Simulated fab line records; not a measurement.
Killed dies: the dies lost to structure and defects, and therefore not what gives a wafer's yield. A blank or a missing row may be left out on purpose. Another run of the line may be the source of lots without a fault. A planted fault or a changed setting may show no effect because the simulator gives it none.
The tool behind it: which one? :: flow nandHarc :: Sampling: 12 lots, 35 wafers, 5 of 1159 route steps

== WHAT EACH GAUGE READ, for each wafer ==
NHARC_END_SORT_01. Usual: killedAtArray 27, standard deviation 11; killedAtOther 0.7, standard deviation 1.1; killedAtPeriphery 3.6, standard deviation 2.4; killedDies 32, standard deviation 11; killedOpen 3.3, standard deviation 1.8; killedShort 2.1, standard deviation 1.5.
lot: L896
measured: day 20 14:00
on: prober-02
killedAtArray: 32 18 32
killedAtOther: 0 0 0
killedAtPeriphery: 4 1 3
killedDies: 36 19 35
killedOpen: 3 1 4
killedShort: 3 0 2
flag: 

lot: L901
measured: day 21 16:02
on: prober-01
killedAtArray: 20 23 29
killedAtOther: 1 1 0
killedAtPeriphery: 5 5 4
killedDies: 26 29 33
killedOpen: 2 5 3
killedShort: 2 2 4
flag: 

== WHICH TOOL RAN EACH LOT (tool, then ch and the chambers of the sampled wafers, then the start) ==
lot: L896
NHARC_A_CHANNEL_HOLE_D1_ETCH_23: harEtch-01 ch 0,1, day 9 06:23
NHARC_A_CHANNEL_HOLE_D1_XSEM_31: xsem-01 ch 0, day 9 10:13
NHARC_A_CHANNEL_FILL_D1_ALD_16: aldHk-02 ch 0,1,3, day 9 22:44
NHARC_A_CHANNEL_FILL_D1_STRIP_28: rieDiel-02 ch 0,1, day 10 10:34

lot: L897
NHARC_A_CHANNEL_HOLE_D1_ETCH_23: harEtch-02 ch 0,1, day 9 07:04
NHARC_A_CHANNEL_HOLE_D1_XSEM_31: xsem-02 ch 0, day 9 11:00
NHARC_A_CHANNEL_FILL_D1_ALD_16: aldHk-04 ch 1,2, day 9 22:43
NHARC_A_CHANNEL_FILL_D1_STRIP_28: rieDiel-10 ch 0,1,2, day 10 10:37

lot: L898
NHARC_A_CHANNEL_HOLE_D1_ETCH_23: harEtch-01 ch 0,1, day 9 13:59
NHARC_A_CHANNEL_HOLE_D1_XSEM_31: xsem-01 ch 0, day 9 18:09
NHARC_A_CHANNEL_FILL_D1_ALD_16: aldHk-02 ch 0,1,2, day 10 06:41
NHARC_A_CHANNEL_FILL_D1_STRIP_28: rieDiel-10 ch 1,3, day 10 18:40

lot: L900
NHARC_A_CHANNEL_HOLE_D1_ETCH_23: harEtch-01 ch 0,1, day 10 07:18
NHARC_A_CHANNEL_HOLE_D1_XSEM_31: xsem-01 ch 0, day 10 11:22
NHARC_A_CHANNEL_FILL_D1_ALD_16: aldHk-01 ch 0,1,2, day 10 23:32
NHARC_A_CHANNEL_FILL_D1_STRIP_28: rieDiel-03 ch 0,3, day 11 11:35

lot: L901
NHARC_A_CHANNEL_HOLE_D1_ETCH_23: harEtch-02 ch 0,1, day 10 08:52
NHARC_A_CHANNEL_HOLE_D1_XSEM_31: xsem-02 ch 0, day 10 12:50
NHARC_A_CHANNEL_FILL_D1_ALD_16: aldHk-01 ch 0,1,3, day 10 23:13
NHARC_A_CHANNEL_FILL_D1_STRIP_28: rieDiel-10 ch 0,1,2, day 11 11:28

lot: L903
NHARC_A_CHANNEL_HOLE_D1_ETCH_23: harEtch-02 ch 0,1, day 10 21:07
NHARC_A_CHANNEL_HOLE_D1_XSEM_31: xsem-02 ch 0, day 11 01:17
NHARC_A_CHANNEL_FILL_D1_ALD_16: aldHk-04 ch 0,2, day 11 14:25
NHARC_A_CHANNEL_FILL_D1_STRIP_28: rieDiel-10 ch 0,1,2, day 12 02:20

lot: L904
NHARC_A_CHANNEL_HOLE_D1_ETCH_23: harEtch-01 ch 0,1, day 10 22:14
NHARC_A_CHANNEL_HOLE_D1_XSEM_31: xsem-01 ch 0, day 11 02:24
NHARC_A_CHANNEL_FILL_D1_ALD_16: aldHk-02 ch 1,2,3, day 11 14:23
NHARC_A_CHANNEL_FILL_D1_STRIP_28: rieDiel-02 ch 1,2,3, day 12 02:20

lot: L905
NHARC_A_CHANNEL_HOLE_D1_ETCH_23: harEtch-02 ch 0,1, day 11 12:05
NHARC_A_CHANNEL_HOLE_D1_XSEM_31: xsem-02 ch 0, day 11 16:17
NHARC_A_CHANNEL_FILL_D1_ALD_16: aldHk-02 ch 0,1,3, day 12 08:15
NHARC_A_CHANNEL_FILL_D1_STRIP_28: rieDiel-02 ch 0,3, day 12 20:31

lot: L909
NHARC_A_CHANNEL_HOLE_D1_ETCH_23: harEtch-01 ch 0,1, day 11 21:04
NHARC_A_CHANNEL_HOLE_D1_XSEM_31: xsem-01 ch 0, day 12 01:04
NHARC_A_CHANNEL_FILL_D1_ALD_16: aldHk-02 ch 1, day 12 15:57
NHARC_A_CHANNEL_FILL_D1_STRIP_28: rieDiel-02 ch 0,2, day 13 03:37

lot: L911
NHARC_A_CHANNEL_HOLE_D1_ETCH_23: harEtch-02 ch 0,1, day 12 18:20
NHARC_A_CHANNEL_HOLE_D1_XSEM_31: xsem-02 ch 0, day 12 22:16
NHARC_A_CHANNEL_FILL_D1_ALD_16: aldHk-02 ch 1,2, day 13 11:32
NHARC_A_CHANNEL_FILL_D1_STRIP_28: rieDiel-02 ch 0,3, day 14 01:19

lot: L916
NHARC_A_CHANNEL_HOLE_D1_ETCH_23: harEtch-02 ch 0,1, day 13 20:59
NHARC_A_CHANNEL_HOLE_D1_XSEM_31: xsem-01 ch 0, day 14 01:11
NHARC_A_CHANNEL_FILL_D1_ALD_16: aldHk-04 ch 0,1,3, day 14 16:44
NHARC_A_CHANNEL_FILL_D1_STRIP_28: rieDiel-10 ch 2,3, day 15 04:32

lot: L915
NHARC_A_CHANNEL_HOLE_D1_ETCH_23: harEtch-02 ch 0,1, day 14 05:42
NHARC_A_CHANNEL_HOLE_D1_XSEM_31: xsem-01 ch 0, day 14 09:31
NHARC_A_CHANNEL_FILL_D1_ALD_16: aldHk-04 ch 0,2,3, day 14 23:38
NHARC_A_CHANNEL_FILL_D1_STRIP_28: rieDiel-02 ch 0,1,3, day 15 11:54
- NHARC_A_CHANNEL_HOLE_D1_ETCH_23: etches the open film in C4F8/O2/Ar, time 819 s, target depth 1600 nm.
- NHARC_A_CHANNEL_HOLE_D1_XSEM_31
- NHARC_A_CHANNEL_FILL_D1_ALD_16: deposits SiO2, target thk 1.5 nm, pulse time 10 s, ald cycles 15.
- NHARC_A_CHANNEL_FILL_D1_STRIP_28: strips in O2, time 20 s.

== WHAT THE TOOLS THEMSELVES READ (means of the sampled wafers that have a number; where no wafer has one, the mark that the record gives instead) ==
NHARC_A_CHANNEL_HOLE_D1_ETCH_23. Usual: drypumpMotorCurrentA 5.4 A, standard deviation 0.36; showerheadPlenumPTorr 3.76 Torr, standard deviation 0.092; throttleValvePct 32.155 %, standard deviation 0.0093.
lot: L896
tool: harEtch-01
drypumpMotorCurrentA (A): 5.8
showerheadPlenumPTorr (Torr): 3.80
throttleValvePct (%): 32.155
flag: 

lot: L897
tool: harEtch-02
drypumpMotorCurrentA (A): 5.1
showerheadPlenumPTorr (Torr): 3.79
throttleValvePct (%): 32.148
flag: 

lot: L898
tool: harEtch-01
drypumpMotorCurrentA (A): 5.8
showerheadPlenumPTorr (Torr): 3.77
throttleValvePct (%): 32.154
flag: 

lot: L900
tool: harEtch-01
drypumpMotorCurrentA (A): 5.8
showerheadPlenumPTorr (Torr): 3.76
throttleValvePct (%): 32.151
flag: 

lot: L901
tool: harEtch-02
drypumpMotorCurrentA (A): 5.1
showerheadPlenumPTorr (Torr): 3.79
throttleValvePct (%): 32.154
flag: 

lot: L903
tool: harEtch-02
drypumpMotorCurrentA (A): 5.1
showerheadPlenumPTorr (Torr): 3.78
throttleValvePct (%): 32.151
flag: 

lot: L904
tool: harEtch-01
drypumpMotorCurrentA (A): 5.8
showerheadPlenumPTorr (Torr): 3.79
throttleValvePct (%): 32.154
flag: 

lot: L905
tool: harEtch-02
drypumpMotorCurrentA (A): 5.2
showerheadPlenumPTorr (Torr): 3.70
throttleValvePct (%): 32.162
flag: 

lot: L909
tool: harEtch-01
drypumpMotorCurrentA (A): 5.8
showerheadPlenumPTorr (Torr): 3.76
throttleValvePct (%): 32.160
flag: 

lot: L911
tool: harEtch-02
drypumpMotorCurrentA (A): 5.2
showerheadPlenumPTorr (Torr): 3.70
throttleValvePct (%): 32.158
flag: 

lot: L916
tool: harEtch-02
drypumpMotorCurrentA (A): 5.1
showerheadPlenumPTorr (Torr): 3.77
throttleValvePct (%): 32.159
flag: 

lot: L915
tool: harEtch-02
drypumpMotorCurrentA (A): 5.2
showerheadPlenumPTorr (Torr): 3.69
throttleValvePct (%): 32.157
flag: 

NHARC_A_CHANNEL_HOLE_D1_XSEM_31. Usual: botCdNm 75.1 nm, standard deviation 1.7; bowNm 8.54 nm, standard deviation 0.29; tiltDeg 0.08 degrees, standard deviation 0.047.
lot: L896
tool: xsem-01
botCdNm (nm): 76.3
bowNm (nm): 8.49
tiltDeg (degrees): 0.04
flag: 

lot: L897
tool: xsem-02
botCdNm (nm): 75.4
bowNm (nm): 8.28
tiltDeg (degrees): 0.06
flag: 

lot: L898
tool: xsem-01
botCdNm (nm): 74.1
bowNm (nm): 8.82
tiltDeg (degrees): 0.15
flag: 

lot: L900
tool: xsem-01
botCdNm (nm): 74.9
bowNm (nm): 7.94
tiltDeg (degrees): 0.07
flag: 

lot: L901
tool: xsem-02
botCdNm (nm): 74.2
bowNm (nm): 8.59
tiltDeg (degrees): 0.06
flag: 

lot: L903
tool: xsem-02
botCdNm (nm): 77.4
bowNm (nm): 8.29
tiltDeg (degrees): 0.18
flag: 

lot: L904
tool: xsem-01
botCdNm (nm): 74.1
bowNm (nm): 8.38
tiltDeg (degrees): 0.09
flag: 

lot: L905
tool: xsem-02
botCdNm (nm): 72.4
bowNm (nm): 8.86
tiltDeg (degrees): 0.10
flag: 

lot: L909
tool: xsem-01
botCdNm (nm): 74.9
bowNm (nm): 8.60
tiltDeg (degrees): 0.13
flag: 

lot: L911
tool: xsem-02
botCdNm (nm): 75.5
bowNm (nm): 8.65
tiltDeg (degrees): 0.03
flag: 

lot: L916
tool: xsem-01
botCdNm (nm): 76.3
bowNm (nm): 8.04
tiltDeg (degrees): 0.09
flag: 

lot: L915
tool: xsem-01
botCdNm (nm): 76.4
bowNm (nm): 9.13
tiltDeg (degrees): 0.11
flag: 

NHARC_A_CHANNEL_FILL_D1_ALD_16. Usual: heaterPowerW 474 W, standard deviation 56; precursorPulseHeightRel 1.001, standard deviation 0.018; susceptorTempC 300.00 C, standard deviation 0.17.
lot: L896
tool: aldHk-02
heaterPowerW (W): 491
precursorPulseHeightRel: 0.991
susceptorTempC (C): 299.92
flag: 

lot: L897
tool: aldHk-04
heaterPowerW (W): 442
precursorPulseHeightRel: 0.995
susceptorTempC (C): 300.23
flag: 

lot: L898
tool: aldHk-02
heaterPowerW (W): 531
precursorPulseHeightRel: 0.987
susceptorTempC (C): 300.11
flag: 

lot: L900
tool: aldHk-01
heaterPowerW (W): 432
precursorPulseHeightRel: 0.988
susceptorTempC (C): 300.02
flag: 

lot: L901
tool: aldHk-01
heaterPowerW (W): 426
precursorPulseHeightRel: 1.016
susceptorTempC (C): 299.90
flag: 

lot: L903
tool: aldHk-04
heaterPowerW (W): 431
precursorPulseHeightRel: 1.014
susceptorTempC (C): 300.18
flag: 

lot: L904
tool: aldHk-02
heaterPowerW (W): 543
precursorPulseHeightRel: 0.991
susceptorTempC (C): 299.95
flag: 

lot: L905
tool: aldHk-02
heaterPowerW (W): 494
precursorPulseHeightRel: 1.007
susceptorTempC (C): 300.12
flag: 

lot: L909
tool: aldHk-02
heaterPowerW (W): 489
precursorPulseHeightRel: 1.010
susceptorTempC (C): 300.06
flag: 

lot: L911
tool: aldHk-02
heaterPowerW (W): 522
precursorPulseHeightRel: 1.004
susceptorTempC (C): 300.00
flag: 

lot: L916
tool: aldHk-04
heaterPowerW (W): 459
precursorPulseHeightRel: 0.993
susceptorTempC (C): 300.03
flag: 

lot: L915
tool: aldHk-04
heaterPowerW (W): 441
precursorPulseHeightRel: 1.005
susceptorTempC (C): 299.96
flag: 

NHARC_A_CHANNEL_FILL_D1_STRIP_28. Usual: drypumpMotorCurrentA 5.5 A, standard deviation 0.54; oesProductAu 0.994 a.u., standard deviation 0.011; rfVppV 57.8 V, standard deviation 0.82; showerheadPlenumPTorr 3.56 Torr, standard deviation 0.16; throttleValvePct 17.037 %, standard deviation 0.0088.
lot: L896
tool: rieDiel-02
drypumpMotorCurrentA (A): 5.4
oesProductAu (a.u.): 0.986
rfVppV (V): 58.0
showerheadPlenumPTorr (Torr): 3.64
throttleValvePct (%): 17.035
flag: 

lot: L897
tool: rieDiel-10
drypumpMotorCurrentA (A): 5.3
oesProductAu (a.u.): 0.995
rfVppV (V): 57.4
showerheadPlenumPTorr (Torr): 3.46
throttleValvePct (%): 17.035
flag: 

lot: L898
tool: rieDiel-10
drypumpMotorCurrentA (A): 5.5
oesProductAu (a.u.): 0.992
rfVppV (V): 58.9
showerheadPlenumPTorr (Torr): 3.73
throttleValvePct (%): 17.034
flag: 

lot: L900
tool: rieDiel-03
drypumpMotorCurrentA (A): 6.0
oesProductAu (a.u.): 1.004
rfVppV (V): 57.3
showerheadPlenumPTorr (Torr): 3.43
throttleValvePct (%): 17.030
flag: 

lot: L901
tool: rieDiel-10
drypumpMotorCurrentA (A): 5.3
oesProductAu (a.u.): 0.990
rfVppV (V): 58.4
showerheadPlenumPTorr (Torr): 3.46
throttleValvePct (%): 17.037
flag: 

lot: L903
tool: rieDiel-10
drypumpMotorCurrentA (A): 5.3
oesProductAu (a.u.): 0.996
rfVppV (V): 58.0
showerheadPlenumPTorr (Torr): 3.46
throttleValvePct (%): 17.039
flag: 

lot: L904
tool: rieDiel-02
drypumpMotorCurrentA (A): 5.7
oesProductAu (a.u.): 1.000
rfVppV (V): 57.7
showerheadPlenumPTorr (Torr): 3.51
throttleValvePct (%): 17.031
flag: 

lot: L905
tool: rieDiel-02
drypumpMotorCurrentA (A): 6.3
oesProductAu (a.u.): 0.987
rfVppV (V): 58.1
showerheadPlenumPTorr (Torr): 3.70
throttleValvePct (%): 17.036
flag: 

lot: L909
tool: rieDiel-02
drypumpMotorCurrentA (A): 5.4
oesProductAu (a.u.): 0.988
rfVppV (V): 57.9
showerheadPlenumPTorr (Torr): 3.62
throttleValvePct (%): 17.044
flag: 

lot: L911
tool: rieDiel-02
drypumpMotorCurrentA (A): 5.9
oesProductAu (a.u.): 0.985
rfVppV (V): 58.0
showerheadPlenumPTorr (Torr): 3.74
throttleValvePct (%): 17.033
flag: 

lot: L916
tool: rieDiel-10
drypumpMotorCurrentA (A): 5.3
oesProductAu (a.u.): 1.000
rfVppV (V): 58.0
showerheadPlenumPTorr (Torr): 3.66
throttleValvePct (%): 17.038
flag: 

lot: L915
tool: rieDiel-02
drypumpMotorCurrentA (A): 5.8
oesProductAu (a.u.): 0.986
rfVppV (V): 57.8
showerheadPlenumPTorr (Torr): 3.61
throttleValvePct (%): 17.038
flag: 

== THE ANSWER, worked out from the rows above alone ==
Rule: a lot counts as off when the mean over its wafers that have a number is more than 3 standard deviations away from the usual mean. Also off: a lot with no number at a reading for which 4 or more lots have one. All remaining lots with rows at the step are treated as sound. First the gauges in route order, then the tools' own readings, where a lot's mean is used as printed above. At the first step where some lot is off, the reading lying furthest off is the one used; lots without a number count as furthest.
No lot is off at any reading shown: from this, nothing can be told.

== WHAT WAS PUT IN BY THE SIMULATOR ==
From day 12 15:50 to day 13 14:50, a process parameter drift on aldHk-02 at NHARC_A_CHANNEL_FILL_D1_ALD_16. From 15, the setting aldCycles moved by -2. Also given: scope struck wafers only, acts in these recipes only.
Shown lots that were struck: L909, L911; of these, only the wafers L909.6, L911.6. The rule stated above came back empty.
